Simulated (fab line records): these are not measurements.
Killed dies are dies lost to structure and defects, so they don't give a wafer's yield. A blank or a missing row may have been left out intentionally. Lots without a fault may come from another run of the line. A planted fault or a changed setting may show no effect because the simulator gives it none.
A lot that was struck, set against a sound lot / flow nand-harc / 15 steps out of a route of 1302
Sound: these wafers, L972.3, L972.5, L972.6. The struck wafers were L976.1, L976.2, L976.3. Last of all comes the cause.
At each step with rows: each side's tool, then ch and its chambers, then its first start. Under that, the readings that differ: sound wafers / struck wafers / difference of the means / sigmas: that difference in standard deviations of wafers without a fault.
alike: same words and numbers on both sides, and readings whose means sit less than 2 such deviations apart. not compared: any withheld reading, any reading some wafer has no value for, any bound like >300 that may hide the same value, and any number with overlapping values for which the record gives no deviation.
A row with sigmas, a row that says differs or no value, or rows on one side alone: a step with any of these is where the two part. Non-overlapping numbers with no deviation appear without sigmas and do not part them. A reading missing from all wafers of one side parts the sides only when that side holds two or more wafers.

first, 9 steps without rows for these wafers: NHARC_THIN_TSV_PVD_24 (deposits Al, target thk 800 nm); NHARC_THIN_TSV_DEHYDRATE_25 (time 120 s); NHARC_THIN_TSV_HMDS_26 (time 30 s); NHARC_THIN_TSV_COAT_27; NHARC_THIN_TSV_SOFTBAKE_28 (time 95 s); NHARC_THIN_TSV_EBR_29; NHARC_THIN_TSV_EXPOSE_30 (exposes mask PAD); NHARC_THIN_TSV_PEB_31 (peb time 85 s); NHARC_THIN_TSV_DEVELOP_32 (time 70 s).
NHARC_THIN_TSV_CD_MEAS_33 targets a cd of 5000 nm.
  sound on cd-sem-02 ch 0, day 25 03:31; struck on cd-sem-03 ch 0, day 28 01:05
  alike: cd-nm
then, 1 step without rows for these wafers: NHARC_THIN_TSV_HARDBAKE_34 (time 80 s).
NHARC_THIN_TSV_DESCUM_35: chemistry O2, time 3 s.
  sound on rie-diel-05 ch 0,1, day 25 03:41; struck on rie-diel-02 ch 0,1,2, day 28 01:14
  alike: drypump-motor-current-A, mfc-ar-sccm, oes-product-au, rf-vpp-V, showerhead-plenum-p-Torr, throttle-valve-pct
  not compared: rf-hours-counter-h
NHARC_THIN_TSV_ETCH_59: etches the open film in Cl2/BCl3, target depth 880 nm, time 138.1 s.
  sound on rie-metal-03 ch 0,1, day 25 03:56; struck on rie-metal-02 ch 0,1, day 28 01:22
  no value came back on the struck wafers for any of 5 readings (bcl3-flow-sccm (sccm), bias-w (W) and others); on the sound wafers bcl3-flow-sccm (sccm) reads 29.84 29.91 29.81
  not compared: rf-hours-counter-h
NHARC_THIN_TSV_ETCH_36: etches the open film in Cl2/BCl3, target depth 65 nm, time 18.571 s.
  sound on rie-metal-03 ch 0,1, day 25 04:06; struck on rie-metal-02 ch 0,1, day 28 01:37
  alike: chamber-pressure-mTorr, drypump-motor-current-A, oes-product-au
  not compared: rf-hours-counter-h
following that, these wafers have no rows for 1 step: NHARC_END_SORT_01.

## WHERE THEY PART
NHARC_THIN_TSV_ETCH_59 only, going by this record. Later steps at which nothing parts them and some readings are alike: NHARC_THIN_TSV_ETCH_36.

WHY: whatever the simulator had introduced
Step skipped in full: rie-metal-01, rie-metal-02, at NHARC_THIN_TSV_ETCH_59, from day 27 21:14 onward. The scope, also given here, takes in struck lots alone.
